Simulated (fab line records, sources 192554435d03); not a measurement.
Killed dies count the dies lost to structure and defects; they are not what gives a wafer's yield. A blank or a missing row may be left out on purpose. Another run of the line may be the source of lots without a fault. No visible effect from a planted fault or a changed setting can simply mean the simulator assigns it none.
Which tool is to blame? ; flow n5Finfet ; 10 lots with 30 wafers sampled at 5 steps, on a route of 1938 steps

== WHAT THE GAUGES SHOWED, per wafer ==
The record holds no reading of a measuring or inspecting step that can be judged against a usual standard deviation.

== WHAT TOOL EACH LOT RAN ON (gives the tool, then ch and the chambers of the sampled wafers, and finally the start) ==
lot;N5_BEOL_M0_ETCH_128;N5_PASSIVATION_PRE_CLEAN_19;N5_PASSIVATION_STRIP_34;N5_PASSIVATION_STRIP_48;N5_PASSIVATION_PROBE_49
L426;rieDiel-05 ch 0,2, day 5 19:47;pvdSputter-02, day 11 21:31;rieDiel-02 ch 1,2,3, day 11 23:16;rieDiel-05 ch 0,1,2, day 12 01:18;prober-02, day 12 03:47
L428;rieDiel-02 ch 1,2,3, day 6 05:09;pvdSputter-03, day 12 05:26;rieDiel-06 ch 1,2,3, day 12 06:54;rieDiel-06 ch 0,2,3, day 12 08:56;-
L430;rieDiel-06 ch 0,1,3, day 6 16:45;pvdSputter-01, day 12 08:37;rieDiel-02 ch 1,2,3, day 12 10:06;rieDiel-06 ch 1,3, day 12 12:50;prober-01, day 12 15:25
L429;rieDiel-06 ch 0,1,3, day 6 16:52;pvdSputter-02, day 12 12:20;rieDiel-05 ch 0,1, day 12 13:46;rieDiel-05 ch 0,2, day 12 15:35;-
L431;rieDiel-05 ch 0,2, day 7 01:59;pvdSputter-02, day 13 22:54;rieDiel-02 ch 1,2,3, day 14 00:31;rieDiel-06 ch 1,2,3, day 14 02:42;prober-01, day 14 05:59
L432;rieDiel-02 ch 0,3, day 7 15:50;pvdSputter-01, day 13 22:36;rieDiel-06 ch 1,2, day 14 00:26;rieDiel-06 ch 0,3, day 14 02:07;prober-01, day 14 04:44
L441;rieDiel-05 ch 2,3, day 9 16:25;pvdSputter-03, day 16 02:12;rieDiel-02 ch 0,2,3, day 16 03:48;rieDiel-06 ch 2,3, day 16 05:39;prober-02, day 16 08:29
L444;rieDiel-06 ch 0,1,2, day 10 03:42;pvdSputter-02, day 16 08:28;rieDiel-06 ch 1,3, day 16 10:17;rieDiel-06 ch 0,3, day 16 11:58;prober-01, day 16 14:31
L445;rieDiel-02 ch 1,2,3, day 10 19:02;pvdSputter-01, day 16 21:47;rieDiel-02 ch 0,1,3, day 16 23:08;rieDiel-05 ch 2,3, day 17 00:49;-
L449;rieDiel-02 ch 1,2,3, day 11 23:37;pvdSputter-01, day 17 13:14;rieDiel-06 ch 0,1,3, day 17 15:08;rieDiel-05 ch 0,2,3, day 17 16:54;prober-01, day 17 19:24
- N5_BEOL_M0_ETCH_128: etches SiCN in CF4/N2, target depth 12 nm, overetch 5.1 nm, time 21.4 s.
- N5_PASSIVATION_PRE_CLEAN_19
- N5_PASSIVATION_STRIP_34: strips in O2.
- N5_PASSIVATION_STRIP_48: strips in O2.
- N5_PASSIVATION_PROBE_49

== AS READ BY THE TOOLS THEMSELVES (means over the sampled wafers that have a number; for cases with no such wafer, the mark the record gives instead) ==
N5_BEOL_M0_ETCH_128. Usual: drypumpMotorCurrentA 5.8 A, standard deviation 0.38; n2FlowSccm 60.02 sccm, standard deviation 0.19; oesProductAu 0.54 a.u., standard deviation 0.064; rfVppV 381.3 V, standard deviation 1.6; showerheadPlenumPTorr 2.17 Torr, standard deviation 0.056; throttleValvePct 15.49 %, standard deviation 0.27.
lot;tool;drypumpMotorCurrentA (A);n2FlowSccm (sccm);oesProductAu (a.u.);rfVppV (V);showerheadPlenumPTorr (Torr);throttleValvePct (%);flag
L426;rieDiel-05;6.0;59.92;0.51;382.7;2.22;15.61;
L428;rieDiel-02;5.7;60.14;0.51;381.4;2.18;15.73;
L430;rieDiel-06;6.0;59.99;0.57;381.4;2.17;15.44;
L429;rieDiel-06;6.0;59.94;0.57;380.7;2.17;15.44;
L431;rieDiel-05;5.8;60.15;0.55;382.2;2.19;15.44;
L432;rieDiel-02;6.0;60.31;0.50;380.1;2.10;15.72;
L441;rieDiel-05;6.1;60.09;0.57;382.5;2.23;15.43;
L444;rieDiel-06;5.9;59.92;0.58;382.0;2.17;15.32;
L445;rieDiel-02;5.7;60.03;0.49;380.7;2.16;15.81;
L449;rieDiel-02;5.8;60.25;0.48;380.8;2.16;15.83;

N5_PASSIVATION_PRE_CLEAN_19. Usual: 459 W for heaterPowerW, sd 49.
lot;tool;heaterPowerW (W);flag
L426;pvdSputter-02;420;
L428;pvdSputter-03;448;
L430;pvdSputter-01;501;
L429;pvdSputter-02;441;
L431;pvdSputter-02;419;
L432;pvdSputter-01;498;
L441;pvdSputter-03;481;
L444;pvdSputter-02;423;
L445;pvdSputter-01;500;
L449;pvdSputter-01;502;

N5_PASSIVATION_STRIP_34. Usual: drypumpMotorCurrentA 5.9 A, standard deviation 0.36; oesProductAu 0.79 a.u., standard deviation 0.096; rfVppV 3.5 V, standard deviation 1.4; showerheadPlenumPTorr 2.08 Torr, standard deviation 0.088; throttleValvePct 16.75 %, standard deviation 0.28.
lot;tool;drypumpMotorCurrentA (A);oesProductAu (a.u.);rfVppV (V);showerheadPlenumPTorr (Torr);throttleValvePct (%);flag
L426;rieDiel-02;5.7;0.71;4.5;2.04;17.05;
L428;rieDiel-06;6.0;0.78;3.0;2.05;16.71;
L430;rieDiel-02;5.8;0.69;3.6;2.04;17.05;
L429;rieDiel-05;5.5;0.84;3.2;2.02;16.49;
L431;rieDiel-02;5.7;0.68;4.5;2.04;17.06;
L432;rieDiel-06;5.9;0.75;3.0;2.07;16.77;
L441;rieDiel-02;6.0;0.86;4.2;2.21;16.84;
L444;rieDiel-06;6.1;0.70;5.1;2.02;16.90;
L445;rieDiel-02;5.7;0.94;3.1;2.23;16.52;
L449;rieDiel-06;6.0;0.73;3.8;2.02;16.84;

N5_PASSIVATION_STRIP_48. Usual: drypumpMotorCurrentA 5.8 A, standard deviation 0.36; oesProductAu 0.80 a.u., standard deviation 0.088; rfVppV 3.5 V, standard deviation 2.2; showerheadPlenumPTorr 2.06 Torr, standard deviation 0.071; throttleValvePct 16.67 %, standard deviation 0.24.
lot;tool;drypumpMotorCurrentA (A);oesProductAu (a.u.);rfVppV (V);showerheadPlenumPTorr (Torr);throttleValvePct (%);flag
L426;rieDiel-05;5.6;0.85;3.3;2.06;16.55;
L428;rieDiel-06;5.9;0.84;4.9;2.03;16.61;
L430;rieDiel-06;6.1;0.71;3.3;2.05;16.89;
L429;rieDiel-05;6.0;0.84;3.6;2.09;16.63;
L431;rieDiel-06;6.0;0.76;3.3;2.04;16.71;
L432;rieDiel-06;5.9;0.82;5.4;2.03;16.68;
L441;rieDiel-06;6.1;0.74;4.3;2.01;16.75;
L444;rieDiel-06;5.9;0.77;4.8;2.02;16.74;
L445;rieDiel-05;5.9;0.86;2.9;2.06;16.53;
L449;rieDiel-05;5.9;0.80;0.7;2.05;16.57;

N5_PASSIVATION_PROBE_49. Usual: defectLimitedYield 91.1 %, standard deviation 1.3; killed_at_M0_to_M3 34, standard deviation 10; killed_at_M4_up 14, standard deviation 5.7; killedAtContacts 12, standard deviation 5.9; killedAtFrontEnd 41, standard deviation 12; killedAtOther 4, standard deviation 3.1; killedDies 105, standard deviation 15; killedOnRim 14, standard deviation 4.2; killedOpen 69, standard deviation 11; killedShort 35, standard deviation 7.8; sort_bin_5_function 5.3 %, standard deviation 0.81; sort_bin_6_memory 3.3 %, standard deviation 0.75; sort_bin_8_speed 0.00 %, standard deviation 0.007; sortNPass 1075, standard deviation 15; sortYieldPct 91.1 %, standard deviation 1.3.
lot;tool;defectLimitedYield (%);killed_at_M0_to_M3;killed_at_M4_up;killedAtContacts;killedAtFrontEnd;killedAtOther;killedDies;killedOnRim;killedOpen;killedShort;sort_bin_5_function (%);sort_bin_6_memory (%);sort_bin_8_speed (%);sortNPass;sortYieldPct (%);flag
L426;prober-02;91.2;34;12;16;38;4;104;17;69;33;5.2;3.4;0.00;1076;91.2;
L430;prober-01;91.8;32;12;17;33;2;96;12;63;31;5.3;2.6;0.00;1084;91.8;
L431;prober-01;91.5;32;12;15;38;3;100;11;63;36;5.1;3.1;0.00;1080;91.5;
L432;prober-01;91.4;32;19;16;31;4;102;14;69;32;4.8;3.5;0.00;1078;91.4;
L441;prober-02;88.4;66;16;11;42;1;137;20;62;33;7.0;3.2;0.00;1043;88.4;OFF
L444;prober-01;89.4;52;11;4;56;3;126;16;74;50;6.4;3.7;0.00;1054;89.4;
L449;prober-01;91.6;35;15;12;30;7;99;13;63;33;5.2;2.9;0.00;1081;91.6;

== THE ANSWER, worked out from the rows above alone ==
Rule: a lot is off if the mean of its wafers that have a number lies more than 3 standard deviations from the usual mean. A lot without any number at a reading at which 4 lots or more have one is off too. Any other lot the step has rows for is counted as sound. First the gauges in route order, then the tools' own readings, where a lot's mean is used as printed above. The first step at which some lot is off is used, and at that step the reading that is off furthest; a lot without a number counts as furthest.
Off, at N5_PASSIVATION_PROBE_49 on killed_at_M0_to_M3: L441. Neither off nor sound, because the step has no rows for them: L428, L429, L445.
If a tool, at that step or one of the process steps before it, ran each lot that is off and ran no sound lot following the first of them, it fits. Can't be told from this: 4 tools fit, rieDiel-05 at N5_BEOL_M0_ETCH_128, pvdSputter-03 at N5_PASSIVATION_PRE_CLEAN_19, rieDiel-02 at N5_PASSIVATION_STRIP_34, prober-02 at N5_PASSIVATION_PROBE_49.

== WHAT HAD BEEN PUT IN BY THE SIMULATOR ==
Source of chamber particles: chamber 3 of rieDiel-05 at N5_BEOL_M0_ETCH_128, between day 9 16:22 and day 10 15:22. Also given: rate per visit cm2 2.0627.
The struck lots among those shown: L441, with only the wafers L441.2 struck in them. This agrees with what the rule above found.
